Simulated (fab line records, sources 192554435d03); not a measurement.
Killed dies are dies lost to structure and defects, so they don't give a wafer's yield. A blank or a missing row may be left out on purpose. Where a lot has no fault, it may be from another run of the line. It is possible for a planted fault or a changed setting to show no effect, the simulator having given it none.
Chamber matching | flow n5Finfet | 4 sister chambers for N5_BEOL_M4_STRIP_19 on rieDiel-01
The step strips in O2. 4 wafers are shown with their chamber, then 9 later ones without.

WAFERS PAIRED WITH THEIR CHAMBERS
wafer  | chamber | drypumpMotorCurrentA (A)
L084.6 | 3       | 4.9
L086.1 | 2       | 6.0
L087.5 | 1       | 5.2
L087.6 | 0       | 5.5

WAFERS WHOSE CHAMBER IS MISSING
wafer  | drypumpMotorCurrentA (A)
L090.4 | 5.2
L090.5 | 5.2
L090.6 | 5.5
L094.1 | 5.5
L094.2 | 4.9
L094.3 | 5.9
L097.1 | 5.9
L097.3 | 5.5
L097.5 | 5.2

CHAMBER TAKEN BY EACH
wafer  | from the rows above | in truth
L090.4 | 1                   | 1
L090.5 | 1                   | 1
L090.6 | 0                   | 0
L094.1 | 0                   | 0
L094.2 | 3                   | 3
L094.3 | 2                   | 2
L097.1 | 2                   | 2
L097.3 | 0                   | 0
L097.5 | 1                   | 1
9 of 9 placed correctly. From these rows, 0 cannot be placed. 0 placed wrongly.
How it was worked out, from the rows above alone: a wafer's distance from a chamber is the root of the sum, over the readings, of the square of ((its reading less the chamber's mean) divided by the reading's scatter). The wafer belongs to the nearest chamber; if the next one is less than 2 further off, it can't be placed. The mean given for a chamber averages the wafers shown for that chamber. The scatter: root of mean squared gap, hidden wafer to nearest shown wafer, with one shown wafer a chamber.
